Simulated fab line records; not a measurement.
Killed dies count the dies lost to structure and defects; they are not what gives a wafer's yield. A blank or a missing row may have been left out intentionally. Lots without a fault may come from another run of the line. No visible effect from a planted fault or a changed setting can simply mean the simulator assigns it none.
Problem report, 8D (eight disciplines) form, completed by code + flow n5-finfet + the parts of the form that need people (team, actions taken, sign-off) are left out

== 1. PROBLEM STATEMENT ==
A mean of 0.59 % is read at N5_PASSIVATION_PROBE_49 for sort_bin_4_leakage, taken on 1 wafer of 1 lot, against 0.00 % (standard deviation 0.012) on wafers free of any fault. Relative to the usual mean, that is a shift of +49 standard deviations.
Earliest sighting: wafer L347.6 on prober-01 at day 17 03:52. The record has a number at this step for 8 wafers belonging to 3 lots. Rule for "out", or "out of limits": more than 4 standard deviations from the usual mean. The other wafers with a number count as sound.

== 2. WHAT THIS IS AND IS NOT ==
| question                    | is                 | is not                                                                                                                                                                                                                            |
|-----------------------------|--------------------|-----------------------------------------------------------------------------------------------------------------------------------------------------------------------------------------------------------------------------------|
| which readings at this step | sort_bin_4_leakage | defect-limited-yield, killed_at_M0_to_M3, killed-at-contacts, killed-at-front-end, killed-at-other, killed-dies, killed-open, killed-short, sort_bin_5_function, sort_bin_6_memory, sort_bin_8_speed, sort-n-pass, sort-yield-pct |
| which lots                  | L347               | L334, L350                                                                                                                                                                                                                        |
| which wafers of those lots  | L347.6             | L347.3                                                                                                                                                                                                                            |
| read on which tools         | prober-01          | prober-02                                                                                                                                                                                                                         |
| when                        | from day 17 03:52  | up to then (4 sound wafers); but 3 sound wafers of L350 came after                                                                                                                                                                |

== 3. SUSPECTS, AND WHAT RULES EACH OUT ==
Counting: if a tool at a process step up to the reading ran every lot that is out, it stays a suspect. Sound lots after the first of them don't rule it out here, since some wafers of a struck lot are sound.
- ald-metal-01 at N5_BEOL_M5_ALD_86 (deposits TaN, pulse time 2 s, purge time 3 s, co reactant purge time 2 s): kept. It ran the lot that is out, L347 (day 13 02:14); its last sound lot up to then is L334 (day 9 19:17).
- prober-01 at N5_PASSIVATION_PROBE_49: kept. It ran the lot that is out, L347 (day 17 03:43). Its own readings are out on those wafers: sort_bin_4_leakage.
- Within ald-metal-01 at N5_BEOL_M5_ALD_86, the wafers that are out were processed in chamber 0 and their sound lot-mates in chamber 2.
After counting, ald-metal-01 at N5_BEOL_M5_ALD_86 and prober-01 at N5_PASSIVATION_PROBE_49 remain.

== 4. THE CAUSE (what the simulator had put in) ==
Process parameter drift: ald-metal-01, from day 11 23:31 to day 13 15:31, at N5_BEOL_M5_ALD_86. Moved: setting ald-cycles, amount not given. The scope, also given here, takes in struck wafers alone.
This tool is one of the 2 suspects left after counting.

== 5. THE EFFECT CHAIN, in route order ==
One row per reading whose mean, taken over the struck wafers that have a number, lies over 3 standard deviations from the usual. Scope: only readings with a usual standard deviation given in the record; hours: median across lots of the time from each lot's start at the first step in this table that gives one to its start at this step; sigmas: change in usual standard deviations.
| hours | step                    | reading            | usual  | on struck wafers | change | sigmas |
|-------|-------------------------|--------------------|--------|------------------|--------|--------|
| 0     | N5_PASSIVATION_PROBE_49 | sort_bin_4_leakage | 0.00 % | 0.59             | +0.59  | +49    |
Here are the process steps it includes:
- N5_PASSIVATION_PROBE_49

== 6. HOW IT WOULD HAVE BEEN CAUGHT EARLIER ==
The fault began at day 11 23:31; the first out-of-limits reading in this record came at day 17 03:52, 124 hours later.
Of the tool readings at N5_BEOL_M5_ALD_86 for which the record gives a usual standard deviation, none was out on any struck wafer, so an alarm limit of 4 standard deviations on them would not have fired.
Lots out: 1; all had begun N5_BEOL_M5_ALD_86 on ald-metal-01 by day 17 03:52. A hold on the tool at that time would have spared none of them.
